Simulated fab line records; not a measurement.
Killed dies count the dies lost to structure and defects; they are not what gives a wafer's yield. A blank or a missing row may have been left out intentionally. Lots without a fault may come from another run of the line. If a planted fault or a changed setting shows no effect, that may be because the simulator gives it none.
A struck lot beside a sound one + flow nand_harc + 14 steps out of a route of 1302
Sound: the wafers L546.2, L546.4, L546.5. Struck: wafers L563.1, L563.3, L563.6. The cause is named last.
For every step that has rows: the tool of each side, followed by ch and its chambers, followed by its first start. Under that, the readings that differ: sound wafers + struck wafers + difference of the means + sigmas: that difference in standard deviations of wafers without a fault.
alike: readings with means less than 2 such deviations apart, plus words and numbers identical on both sides. not compared: withheld readings, readings lacking a value on some wafer, bounds such as >300 that could conceal the same value, and numbers that have no deviation in the record and whose values overlap.
A row with sigmas, a row that says differs or no value, or rows on one side alone: a step with any of these is where the two part. Numbers that have no deviation but don't overlap get no sigmas and don't part them. A reading that every wafer of one side lacks parts them only if that side has two wafers or more.

first, 1 step without rows for these wafers: NHARC_A_ONON_D1_DEP_09 (target thk 1000 nm).
NHARC_A_ONON_D1_THK_MEAS_11: measures by ellipsometry.
  sound: film_metro-02 at day 9 09:32; struck: film_metro-01 at day 16 16:26
  alike: thk_nm
next comes 1 step that has no rows for these wafers: NHARC_A_ONON_D1_DEP_12 (target thickness 1000 nm).
NHARC_A_ONON_D1_THK_MEAS_14: measures by ellipsometry.
  sound: film_metro-02 at day 9 10:06; struck: film_metro-01 at day 16 17:00
  alike: thk_nm
then, 2 steps without rows for these wafers: NHARC_A_ONON_D1_ANNEAL_15 (time 3600 s); NHARC_A_ONON_D1_DEP_16 (target thk 1000 nm).
NHARC_A_ONON_D1_THK_MEAS_18: measures by ellipsometry.
  sound: film_metro-01 at day 9 18:58; struck: film_metro-01 at day 17 00:55
  alike: thk_nm
next comes 1 step that has no rows for these wafers: NHARC_A_ONON_D1_DEP_19 (target thickness 1000 nm).
NHARC_A_ONON_D1_THK_MEAS_21: measures by ellipsometry.
  sound: film_metro-01 at day 9 19:31; struck: film_metro-01 at day 17 01:29
| reading     | sound       | struck         | difference | sigmas |
|-------------|-------------|----------------|------------|--------|
| thk_nm (nm) | 978 981 979 | 1003 1003 1004 | +24        | +2     |
next comes 1 step that has no rows for these wafers: NHARC_A_ONON_D1_DEP_22 (target thickness 1000 nm).
NHARC_A_ONON_D1_THK_MEAS_24: measures by ellipsometry.
  sound: film_metro-01 at day 9 20:06; struck: film_metro-01 at day 17 02:02
  alike: thk_nm
NHARC_A_ONON_D1_DEP_25: target thk 1000 nm.
  sound on pecvd_onon-02 ch 0, day 9 20:13; struck on pecvd_onon-02 ch 0, day 17 02:05
NHARC_A_ONON_D1_THK_MEAS_27: measures by ellipsometry.
  sound: film_metro-01 at day 9 20:40; struck: film_metro-01 at day 17 02:36
| reading     | sound          | struck      | difference | sigmas |
|-------------|----------------|-------------|------------|--------|
| thk_nm (nm) | 1010 1012 1013 | 948 950 947 | -63        | -6     |
next comes 1 step that has no rows for these wafers: NHARC_A_ONON_D1_DEP_28 (target thickness 1000 nm).

== WHERE THEY PART ==
Earliest at NHARC_A_ONON_D1_THK_MEAS_21; latest, in this record, at NHARC_A_ONON_D1_THK_MEAS_27.

WHY: the cause the simulator had injected
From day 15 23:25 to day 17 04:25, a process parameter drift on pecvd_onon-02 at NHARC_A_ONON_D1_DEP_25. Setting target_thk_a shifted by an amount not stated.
